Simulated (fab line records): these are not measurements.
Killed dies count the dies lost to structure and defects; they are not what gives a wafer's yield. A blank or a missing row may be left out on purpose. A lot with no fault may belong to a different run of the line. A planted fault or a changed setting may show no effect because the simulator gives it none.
Matching of chambers :: flow n5Finfet :: pecvd-04 running N5_BEOL_M9_ILD_DEP_00: 3 sister chambers
The step deposits SiCOH lowk from DEMS/porogen, target thk 308.51 nm, time 58 s. 3 wafers are shown with their chamber, then 9 later ones without.

## WAFERS PAIRED WITH THEIR CHAMBERS
wafer: L093.1
chamber: 1
throttleValvePct (%): 13.4

wafer: L093.4
chamber: 0
throttleValvePct (%): 14.5

wafer: L093.5
chamber: 2
throttleValvePct (%): 13.3

## WAFERS MISSING THEIR CHAMBER
wafer: L094.2
throttleValvePct (%): 14.3

wafer: L094.3
throttleValvePct (%): 13.5

wafer: L094.4
throttleValvePct (%): 14.3

wafer: L095.1
throttleValvePct (%): 14.6

wafer: L095.3
throttleValvePct (%): 13.5

wafer: L095.4
throttleValvePct (%): 14.2

wafer: L096.2
throttleValvePct (%): 13.4

wafer: L096.3
throttleValvePct (%): 14.4

wafer: L096.6
throttleValvePct (%): 14.2

## EACH ONE'S CHAMBER
wafer: L094.2
from the rows above: 0
in truth: 0

wafer: L094.3
from the rows above: can't be placed: 1 or 2
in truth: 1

wafer: L094.4
from the rows above: 0
in truth: 0

wafer: L095.1
from the rows above: 0
in truth: 0

wafer: L095.3
from the rows above: can't be placed: 1 or 2
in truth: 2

wafer: L095.4
from the rows above: 0
in truth: 0

wafer: L096.2
from the rows above: can't be placed: 1 or 2
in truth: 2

wafer: L096.3
from the rows above: 0
in truth: 0

wafer: L096.6
from the rows above: 0
in truth: 0
Correct placement for 6 of the 9. Cannot be placed on the basis of these rows: 3; the candidates contain the true chamber in 3. Placed wrongly: 0.
How it was worked out, from the rows above alone: a wafer's distance from a chamber is the root of the sum, over the readings, of the square of ((its reading less the chamber's mean) divided by the reading's scatter). If the next closest chamber is less than 2 further off than the closest, the wafer can't be placed; otherwise it belongs to the closest. Each chamber's mean is taken over the wafers shown for it. The scatter: root of mean squared gap, hidden wafer to nearest shown wafer, with one shown wafer a chamber.
